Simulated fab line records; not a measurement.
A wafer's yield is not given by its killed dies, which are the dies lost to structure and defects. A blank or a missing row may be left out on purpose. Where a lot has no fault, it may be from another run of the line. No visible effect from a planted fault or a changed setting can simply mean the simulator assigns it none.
Split-lot study    flow n5 finfet    7 lots, 21 wafers read, on a route of 1938 steps

== ON THE SPLIT ==
At N5_MOL_CONTACT_COAG_ALD_131 (deposits SiO2, target thk 5 nm, pulse time 1 s, co reactant pulse time 1 s), the setting ald cycles was moved away from the recipe's 35 on 5 of the 21 wafers read, by -5.7% to +8.6%. All remaining wafers had this setting at the recipe value.

The split's own step is where the reading is taken.

== THE READING ==
SiO2_of_MOL_CONTACT_COAG_ALD_131.thk nm (the simulator's own value, which no gauge read), in nm, at N5_MOL_CONTACT_COAG_ALD_131 (deposits SiO2, target thk 5 nm, pulse time 1 s, co reactant pulse time 1 s). The file does not state a usual value for it.

wafer   tool, chamber at the split  ald cycles as run  against the recipe  SiO2_of_MOL_CONTACT_COAG_ALD_131.thk nm, nm  against lot-mates on the recipe
L077.1  ald sin-01, 0,1,2           35                 recipe              5                                            -
L077.2  ald sin-01, 0,1,2           35                 recipe              5                                            -
L077.4  ald sin-01, 0,1,2           35                 recipe              5                                            -
L079.2  ald sin-01, 1,2,3           35                 recipe              5                                            -
L079.4  ald sin-01, 1,2,3           35                 recipe              5                                            -
L079.6  ald sin-01, 1,2,3           35                 recipe              5                                            -
L081.2  ald sin-03, 0               33                 -5.7%               4.8                                          -0.2
L081.4  ald sin-03, 1               35                 recipe              5                                            -
L081.5  ald sin-03, 1               33                 -5.7%               4.6                                          -0.4
L083.2  ald sin-03, 0               35                 recipe              5                                            -
L083.5  ald sin-03, 0               35                 recipe              5                                            -
L083.6  ald sin-03, 3               37                 +5.7%               5.2                                          +0.2
L090.1  ald sin-02, 1,3,2           35                 recipe              5                                            -
L090.3  ald sin-02, 1,3,2           35                 recipe              5                                            -
L090.4  ald sin-02, 1,3,2           35                 recipe              5                                            -
L091.2  ald sin-02, 2               35                 recipe              5                                            -
L091.4  ald sin-02, 3,1             38                 +8.6%               5.4                                          +0.4
L091.6  ald sin-02, 3,1             38                 +8.6%               5.4                                          +0.4
L092.1  ald sin-03, 3,0,1           35                 recipe              5                                            -
L092.5  ald sin-03, 3,0,1           35                 recipe              5                                            -
L092.6  ald sin-03, 3,0,1           35                 recipe              5                                            -
When a row names more than one chamber, that row covers several wafers, and the file does not tell which wafer ran in which chamber.

THE FIT
A straight line over all 21 wafers: SiO2_of_MOL_CONTACT_COAG_ALD_131.thk nm changes by +0.047 nm for each +1% of ald cycles; r = +0.98; the points scatter about the line by 0.037 nm.
The same after taking each lot's own level away (the mean of its wafers on the recipe; 21 wafers): +0.047 nm for each +1%; r = +0.98; scatter 0.037 nm.
On that fit, the largest move of ald cycles shifts the reading by 0.4 nm.
The lots' own levels span 5.00 to 5.00 nm.
Consequently the slope shifts little with the lot-to-lot level, the two slopes agreeing.
Check: for one of the wafers moved furthest among these (+8.6%), held out of the fit, the line's prediction against its lot-mates is +0.394 nm. Against them it came out at +0.4 nm.

== ADDITIONAL SPLITS CARRIED BY THESE WAFERS ==
Before the reading, these wafers also passed through other splits. Each is held against what the fit with the lots' levels taken away leaves over:
other split on the same wafers             wafers away from the commonest value  r with SiO2_of_MOL_CONTACT_COAG_ALD_131.thk nm (lot level and that fit taken away)
N5_SD_EPI_N_EPI_21 temp c                  6                                     +0.01
N5_ILD0_CMP_12 down force psi              5                                     +0.17
N5_HKMG_FIN_ETCH_54 source w               5                                     -0.03
N5_GATE_CUT_ETCH_58 time s                 8                                     -0.18
N5_MOL_CONTACT_COAG_CMP_23 down force psi  5                                     +0.34

== THE FILE'S OWN FIT ==
SiO2_of_MOL_CONTACT_COAG_ALD_131.thk nm changes by +0.0453 nm for each +1% of ald cycles, r = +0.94.
